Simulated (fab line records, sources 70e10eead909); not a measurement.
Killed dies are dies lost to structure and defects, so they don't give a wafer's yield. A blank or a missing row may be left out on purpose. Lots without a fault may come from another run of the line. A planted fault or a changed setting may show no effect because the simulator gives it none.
fab line records | flow nand_harc
record lots=11 wafers=33 last_day=24
route steps=1159 shown A_CONTACT@897 END@1159
lots that met no fault: from a run of the same line without faults
start_h: hours from the record's first day to the start of the lot's first wafer shown | wait_h: hours since the lot's step before | " the same as in the row above | L1.1+2: a row that stands for several wafers | - no value, or no start given | * or withheld: withheld | < > ~ a bound
route shown NAME@n: a module of which the file shows steps, and the number in the route of the first | usual: mean/standard deviation of fault-free wafers | same: alike in all rows | chamber/n: place in a boat | sites: the reading at each site | _std_site: their standard deviation | _edge_site: outer sites' mean less inner sites' | radius_mm: how far each site lies from the wafer's centre | mask NAME#n: copy n | behind: the tool/chamber that last shaped the wafer | hold: why the lot was held/for how many hours/how that ended | device: the transistor (n, p or np) that didn't switch | end of line: the same wafers' tests at the end of the route | a step without rows: its recipe alone | killed: dies lost to structure and defects at the first sort, not the wafer's yield | map: a wafer's dies, x killed, . not, _ none there
set.NAME: the setting as run; set.NAME@STEP: as run at that earlier step | model.NAME: the simulator's own value behind a step, which no gauge read
steps of the route over a sample of lots; a table a step, a row a wafer
services: from which hour (start_h, from the record's first day; less than 0 if before it) a tool's chamber was out of use, for how many hours, and why
## steps
# step NHARC_A_CONTACT_OVL_MEAS_70
# usual overlay_x_nm=0.1/0.75 overlay_y_nm=0.1/0.72
# columns lot.wafer tool chamber start_h wait_h overlay_x_nm overlay_y_nm
L114.1 overlay-02 - 374.71 - 0.8 1.0
L114.4 " - " " 0.7 1.2
L114.6 " - " " 0.9 0.4
L116.3 overlay-02 - 384.66 - 0.5 -1.6
L116.5 " - " " 0.5 -1.5
L116.6 " - " " 0.3 -1.9
L117.1 overlay-02 - 386.39 - 2.2 0.2
L117.3 " - " " 1.5 -0.5
L117.4 " - " " 1.6 -0.7
L119.1 overlay-01 - 415.46 - 0.5 -0.6
L119.5 " - " " 0.8 -0.4
L119.6 " - " " 0.2 -0.6
L121.1 overlay-01 - 426.35 - 0.3 -0.8
L121.5 " - " " 0.0 -1.0
L121.6 " - " " 1.0 -0.5
L128.1 overlay-02 - 465.65 - 0.0 -0.1
L128.2 " - " " -0.1 0.2
L128.4 " - " " -0.1 0.0
L130.1 overlay-02 - 477.64 - 1.1 0.3
L130.3 " - " " 0.7 -0.4
L130.5 " - " " 0.8 -0.1
L136.1 overlay-01 - 504.16 - 0.4 0.0
L136.4 " - " " 0.7 -0.4
L136.6 " - " " 0.7 -0.2
L135.3 overlay-02 - 506.71 - -0.2 0.8
L135.5 " - " " -0.1 1.3
L135.6 " - " " 0.3 0.8
L133.1 overlay-01 - 508.60 - -1.0 0.2
L133.4 " - " " -0.7 0.0
L133.6 " - " " -0.8 0.4
L137.3 overlay-02 - 522.04 - -1.2 0.1
L137.4 " - " " -0.7 0.6
L137.5 " - " " -1.0 0.1
# step NHARC_A_CONTACT_ETCH_76
# recipe target_depth_a=2600 over_etch_frac=0.3 time_s=475.3 ion_energy_ev=200 n2_flow_sccm=150 h2_flow_sccm=150 ar_flow_sccm=0 rf_w=400 bias_w=150 chemistry=N2/H2
# usual drypump_motor_current_A=5.50/0.29 oes_product_au=1.003/0.0099 rf_vpp_V=430.9/2.6 run_length_s=496.7/0.54 showerhead_plenum_p_Torr=2.05/0.092 throttle_valve_pct=14.171/0.0078
# columns lot.wafer tool chamber start_h wait_h drypump_motor_current_A oes_product_au rf_hours_counter_h rf_vpp_V run_length_s showerhead_plenum_p_Torr throttle_valve_pct
L114.4 rie_diel-01 0 375.12 - 5.44 0.994 20 429.7 497.6 2.03 14.182
L114.1 " 2 " " 5.66 0.995 19 431.6 496.0 2.08 14.166
L114.6 " 0 " " 5.48 0.999 - 430.9 497.5 2.03 14.182
L116.3 rie_diel-01 2 385.02 - 5.68 0.989 22 432.7 496.0 2.08 14.159
L116.5 " 1 " " 5.61 1.004 - 435.1 496.2 2.19 14.174
L116.6 " 2 " " 5.67 0.989 - 431.7 496.7 2.08 14.165
L117.1 rie_diel-11 0 386.66 - 5.64 1.006 3 426.4 497.3 1.88 14.176
L117.4 " 2 " " 5.85 1.012 2 433.5 497.5 2.15 14.164
L117.3 " 3 " " 5.67 1.005 3 430.4 496.4 1.99 14.165
L119.1 rie_diel-11 3 415.80 - 5.65 1.001 6 428.8 496.8 1.98 14.171
L119.6 " 1 " " 5.08 1.026 - 434.2 496.7 2.11 14.175
L119.5 " 2 " " 5.86 1.020 - 433.1 367.3 2.14 14.175
L121.1 rie_diel-11 0 426.66 - 5.61 1.004 8 426.7 497.1 1.88 14.162
L121.6 " 3 " " 5.67 1.003 - 429.2 496.3 1.98 14.160
L121.5 " 0 " " 5.62 1.003 - 425.4 367.0 1.88 14.161
L128.4 rie_diel-09 3 465.95 - 6.05 1.001 7 430.2 495.7 2.08 14.166
L128.1 " 1 " " 5.59 0.993 8 429.9 496.2 2.02 14.174
L128.2 " 2 " " 5.62 0.998 8 427.4 497.0 1.92 14.182
L130.3 rie_diel-01 2 478.00 - 5.69 1.003 55 430.5 496.4 2.07 14.166
L130.1 " 0 " " 5.52 0.997 55 429.5 498.1 2.02 14.170
L130.5 " 2 " " 5.69 0.998 - 431.9 496.2 2.07 14.181
L136.1 rie_diel-01 3 504.47 - 5.00 0.998 2 430.9 496.6 2.09 14.180
L136.4 " 0 " " 5.47 1.009 2 430.3 497.3 2.01 14.152
L136.6 " 2 " " 5.69 0.997 - 431.2 496.0 2.06 14.159
L135.3 rie_diel-11 1 507.05 - 5.04 1.005 25 433.0 496.6 2.10 14.170
L135.5 " 0 " " 5.63 1.011 - 426.5 496.8 1.87 14.171
L135.6 " 1 " " 5.06 1.009 - 432.3 496.9 2.10 14.167
L133.4 rie_diel-01 3 508.87 - 5.03 1.004 4 432.0 497.2 2.09 14.166
L133.1 " 2 " " 5.69 0.991 3 433.1 496.1 2.06 14.176
L133.6 " 3 " " 5.05 1.010 - 430.7 496.4 2.09 14.180
L137.3 rie_diel-11 0 522.31 - 5.62 1.005 28 427.1 497.2 1.87 14.178
L137.4 " 3 " " 5.70 1.002 27 430.1 496.3 1.98 14.186
L137.5 " 1 " " 5.05 1.011 - 433.0 496.6 2.10 14.183
# step NHARC_A_CONTACT_ETCH_77
# recipe target_depth_a=726 time_s=36.3 cf4_flow_sccm=100 chf3_flow_sccm=30 ar_flow_sccm=0 rf_w=500 bias_w=200 chemistry=CF4/CHF3
# usual drypump_motor_current_A=5.5/0.3 oes_product_au=0.941/0.02 rf_vpp_V=371.0/2.2 run_length_s=57.7/0.54 showerhead_plenum_p_Torr=1.58/0.064 throttle_valve_pct=16.804/0.009
# columns lot.wafer tool chamber start_h wait_h drypump_motor_current_A oes_product_au rf_hours_counter_h rf_vpp_V run_length_s showerhead_plenum_p_Torr throttle_valve_pct
L114.4 rie_diel-01 2 - - 5.7 0.917 19 370.6 57.0 1.60 16.804
L114.1 " 0 " " 5.5 0.930 20 370.4 58.2 1.57 16.788
L114.6 " 2 " " 5.7 0.935 - 372.9 57.0 1.60 16.829
L116.3 rie_diel-01 0 - - 5.5 0.928 23 370.5 58.3 1.56 16.817
L116.6 " 3 " " 5.0 0.923 - 372.8 57.4 1.62 16.817
L116.5 " 0 " " 5.5 0.920 - 370.7 58.6 1.57 16.805
L117.4 rie_diel-11 3 - - 5.6 0.934 3 370.4 57.4 1.54 16.799
L117.1 " 0 " " 5.6 0.930 3 367.6 57.8 1.46 16.827
L117.3 " 1 " " 5.1 0.931 3 373.7 57.8 1.62 16.816
L119.1 rie_diel-11 1 - - 5.0 0.933 6 372.4 57.5 1.62 16.799
L119.6 " 0 " " 5.6 0.934 - 367.3 57.8 1.46 16.806
L119.5 " 1 " " 5.0 0.940 - 371.3 57.8 1.62 16.805
L121.1 rie_diel-11 1 - - 5.1 0.935 7 371.8 57.8 1.62 16.816
L121.5 " 2 " " 5.8 0.945 - 373.0 58.1 1.65 16.798
L121.6 " 3 " " 5.7 0.909 - 370.3 57.5 1.53 16.809
L128.1 rie_diel-09 3 - - 6.1 0.934 8 373.1 56.7 1.60 16.795
L128.4 " 1 " " 5.6 0.923 8 371.7 57.0 1.56 16.804
L128.2 " 2 " " 5.6 0.926 8 369.6 57.7 1.49 16.799
L130.1 rie_diel-01 3 - - 5.0 0.924 49 370.4 57.3 1.61 16.812
L130.3 " 1 " " 5.6 0.923 60 373.7 57.1 1.67 16.800
L130.5 " 2 " " 5.7 0.924 - 371.2 57.2 1.59 16.795
L136.1 rie_diel-01 3 - - 5.0 0.992 2 371.9 57.3 1.61 16.797
L136.4 " 1 " " 5.7 0.969 1 374.4 56.9 1.67 16.818
L136.6 " 3 " " 5.0 0.978 - 371.0 57.4 1.61 16.805
L135.3 rie_diel-11 1 - - 5.0 0.932 25 371.2 57.6 1.62 16.800
L135.6 " 1 " " 5.1 0.949 - 370.5 57.7 1.62 16.804
L135.5 " 2 " " 5.8 0.949 - 372.2 58.0 1.64 16.813
L133.4 rie_diel-01 0 - - 5.5 0.931 3 369.6 58.3 1.55 16.807
L133.1 " 1 " " 5.6 0.927 3 374.0 57.0 1.66 16.795
L133.6 " 2 " " 5.7 0.914 - 371.1 57.0 1.59 16.820
L137.3 rie_diel-11 1 - - 5.0 0.981 28 372.8 57.9 1.62 16.809
L137.4 " 2 " " 5.8 0.975 25 372.2 58.8 1.64 16.791
L137.5 " 3 " " 5.7 0.949 - 370.0 57.4 1.53 16.806
# step NHARC_A_CONTACT_ETCH_78
# recipe target_depth_a=28000 over_etch_frac=0.3 time_s=728 ion_energy_ev=150 o2_flow_sccm=400 cos_flow_sccm=20 ar_flow_sccm=0 rf_w=500 bias_w=300 chemistry=O2/COS
# usual drypump_motor_current_A=5.49/0.3 oes_product_au=1.003/0.0099 rf_vpp_V=314.4/2 run_length_s=749.4/0.52 showerhead_plenum_p_Torr=3.13/0.13 throttle_valve_pct=28.330/0.0093
# columns lot.wafer tool chamber start_h wait_h drypump_motor_current_A oes_product_au rf_hours_counter_h rf_vpp_V run_length_s showerhead_plenum_p_Torr throttle_valve_pct
L114.1 rie_diel-01 0 - - 5.52 1.009 20 313.8 749.9 3.11 28.328
L114.4 " 1 " " 5.65 1.011 19 316.3 748.5 3.33 28.341
L114.6 " 3 " " 4.98 0.996 - 314.2 749.0 3.22 28.325
L116.3 rie_diel-01 1 - - 5.65 1.009 22 318.1 748.7 3.33 28.340
L116.6 " 2 " " 5.69 0.998 - 315.4 748.7 3.18 28.321
L116.5 " 3 " " 5.00 1.005 - 315.1 749.1 3.21 28.321
L117.4 rie_diel-11 3 - - 5.67 0.991 3 314.7 749.2 3.05 28.329
L117.1 " 1 " " 5.04 0.998 3 315.2 749.2 3.22 28.327
L117.3 " 2 " " 5.86 1.009 3 315.5 749.8 3.27 28.334
L119.1 rie_diel-11 1 - - 5.04 1.026 7 316.0 749.2 3.22 28.319
L119.5 " 3 " " 5.67 1.001 - 312.4 749.2 3.04 28.325
L119.6 " 0 " " 5.63 1.004 - 309.4 749.6 2.89 28.335
L121.1 rie_diel-11 3 - - 5.67 1.017 8 315.0 749.3 3.04 28.325
L121.6 " 0 " " 5.61 1.020 - 310.5 749.7 2.89 28.346
L121.5 " 1 " " 5.00 1.021 - 314.7 749.3 3.22 28.332
L128.4 rie_diel-09 1 - - 5.64 0.987 8 312.0 749.1 3.09 28.337
L128.2 " 2 " " 5.63 0.988 8 312.8 749.5 2.96 28.329
L128.1 " 3 " " 6.03 0.993 8 314.3 749.0 3.18 28.325
L130.1 rie_diel-01 0 - - 5.48 0.996 55 314.5 750.0 3.09 28.338
L130.3 " 1 " " 5.65 0.998 61 317.1 748.6 3.31 28.318
L130.5 " 2 " " 5.71 0.992 - 314.3 748.6 3.16 28.340
L136.4 rie_diel-01 3 - - 5.05 1.009 2 316.2 749.1 3.19 28.323
L136.1 " 0 " " 5.50 1.020 2 314.8 750.1 3.08 28.333
L136.6 " 3 " " 5.01 1.019 - 316.6 749.2 3.19 28.346
L135.3 rie_diel-11 3 - - 5.71 1.000 25 312.3 749.3 3.04 28.307
L135.6 " 1 " " 5.05 1.012 - 315.1 749.2 3.21 28.327
L135.5 " 2 " " 5.87 1.024 - 315.7 750.0 3.26 28.317
L133.4 rie_diel-01 3 - - 5.00 1.003 4 314.0 749.2 3.19 28.311
L133.1 " 0 " " 5.47 1.010 3 313.7 750.1 3.08 28.334
L133.6 " 2 " " 5.68 0.977 - 315.0 748.6 3.16 28.332
L137.3 rie_diel-11 3 - - 5.67 1.002 27 312.5 749.0 3.03 28.325
L137.4 " 2 " " 5.85 1.009 25 315.4 749.7 3.26 28.330
L137.5 " 3 " " 5.69 0.995 - 312.4 749.3 3.03 28.328
# step NHARC_END_SORT_01
# recipe temp_c=25
# usual killed_at_array=29/13 killed_at_other=0.7/1 killed_at_periphery=3.2/2.3 killed_dies=33/13 killed_open=3.3/1.7 killed_short=2.0/1.5
# same gross_dies=677
# columns lot.wafer tool chamber start_h wait_h killed_at_array killed_at_other killed_at_periphery killed_dies killed_open killed_short
L119.1 prober-01 0 478.59 2.5 13 0 1 14 4 2
L119.5 prober-01 0 481.80 3.7 545 1 4 550 7 1
L119.6 prober-01 0 482.61 4.0 14 0 3 17 4 4
L121.1 prober-02 0 494.90 2.5 17 1 2 20 3 1
L121.5 prober-02 0 498.08 3.7 565 0 5 570 4 1
L121.6 prober-02 0 498.87 4.0 12 0 6 18 3 3
# killed by level:class
L119.1 A_CONTACT:geometric_particle:open=2 A_CHANNEL_HOLE_D1:chamber_film_flake=2 A_STAIRCASE:chamber_film_flake=2 A_CONTACT:chamber_film_flake=2 P_M0:geometric_particle:open=1 A_ONON_D1:geometric_particle:short=1 A_CHANNEL_FILL_D1:geometric_particle:open=1 A_CONTACT:geometric_particle:short=1
L119.5 A_CONTACT:area_etch=530 A_STAIRCASE:chamber_film_flake=5 A_CHANNEL_HOLE_D1:chamber_film_flake=3 A_M0:geometric_particle:open=2 P_ZERO_WELL:geometric_particle:open=1 P_M0:geometric_particle:open=1 P_M2:geometric_particle:open=1 A_CHANNEL_HOLE_D1:geometric_particle:open=1
L119.6 A_STAIRCASE:chamber_film_flake=4 A_CHANNEL_HOLE_D1:chamber_film_flake=3 P_CONTACT:geometric_particle:open=1 P_M0:geometric_particle:open=1 A_ONON_D1:geometric_particle:short=1 A_CHANNEL_FILL_D1:geometric_particle:short=1 A_CHANNEL_FILL_D1:geometric_particle:open=1 A_SGD_CUT:geometric_particle:short=1
L121.1 A_CONTACT:chamber_film_flake=6 A_CHANNEL_HOLE_D1:chamber_film_flake=4 A_ONON_D1:geometric_particle:open=2 A_STAIRCASE:chamber_film_flake=2 A_CHANNEL_FILL_D1:geometric_particle:short=1 A_CONTACT:geometric_particle:open=1 P_STI:chamber_film_flake=1 P_GATE:chamber_film_flake=1
L121.5 A_CONTACT:area_etch=552 A_STAIRCASE:chamber_film_flake=6 A_CHANNEL_HOLE_D1:chamber_film_flake=3 P_GATE:geometric_particle:open=1 P_CONTACT:geometric_particle:open=1 P_M0:geometric_particle:open=1 A_ONON_D1:geometric_particle:short=1 A_CHANNEL_FILL_D1:geometric_particle:open=1
L121.6 A_CONTACT:chamber_film_flake=4 P_GATE:chamber_film_flake=3 A_CHANNEL_HOLE_D1:chamber_film_flake=3 A_CONTACT:geometric_particle:open=2 A_STAIRCASE:chamber_film_flake=2 P_CONTACT:geometric_particle:short=1 P_CONTACT:geometric_particle:open=1 P_M0:geometric_particle:short=1
## services
# columns tool chamber start_h hours kind
rie_diel-11 - 367.16 9.0 pm
rie_diel-11 0 367.16 9.0 vent_cycle
rie_diel-11 1 367.16 9.0 vent_cycle
rie_diel-11 2 367.16 9.0 vent_cycle
rie_diel-11 3 367.16 9.0 vent_cycle
rie_diel-01 0 372.82 - clean
rie_diel-01 1 372.82 - clean
rie_diel-01 2 372.82 - clean
rie_diel-01 3 372.82 - clean
rie_diel-11 0 376.16 - clean
rie_diel-11 1 376.16 - clean
rie_diel-11 2 376.16 - clean
rie_diel-11 3 376.16 - clean
rie_diel-01 0 397.32 - clean
rie_diel-01 1 397.32 - clean
rie_diel-01 1 402.50 4.2 repair
rie_diel-01 0 427.90 15.1 repair
rie_diel-09 - 432.00 9.0 pm
rie_diel-01 3 436.30 5.6 repair
rie_diel-09 0 468.52 4.2 repair
rie_diel-01 2 468.70 7.5 repair
rie_diel-01 - 491.80 9.0 pm
rie_diel-11 0 495.03 1.5 repair
rie_diel-09 0 513.05 5.8 repair
## key
first_sign step=NHARC_A_CONTACT_ETCH_76 reading=run_length_s direction=down sigmas=99+ usual=* struck=*
effect step=NHARC_END_SORT_01 reading=killed_at_array direction=up sigmas=41 usual=29 struck=555
more_kills_born_at NHARC_A_CONTACT_ETCH_76@rie_diel-11=1082
met_at NHARC_A_CONTACT_ETCH_76
struck_lots L119,L121
struck_wafers L119.5,L121.5
later_rows_left_out L119.5,L121.5
tester_left_out L119,L121
not_acting_at NHARC_A_CONTACT_OVL_MEAS_70,NHARC_A_CONTACT_ETCH_77,NHARC_A_CONTACT_ETCH_78
onset_between 386.66 415.80
fault kind=process_parameter_drift tool=rie_diel-11 chamber=- onset_h=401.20 steps=NHARC_A_CONTACT_ETCH_76 channel=time_s offset=* shape=step end_h=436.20 scope=struck_wafers_only acts_in=* stated=*
# tester_left_out: of these lots the tester's yield and bins aren't shown, on N5 and GAA mostly nor the transistor test; their killed dies are dies lost to structure and defects alone, not to doping, threshold or leakage, so they don't give the yield
# later_rows_left_out: the simulator's readings of these wafers behind a module that went badly wrong aren't trusted and aren't shown, but for the sort
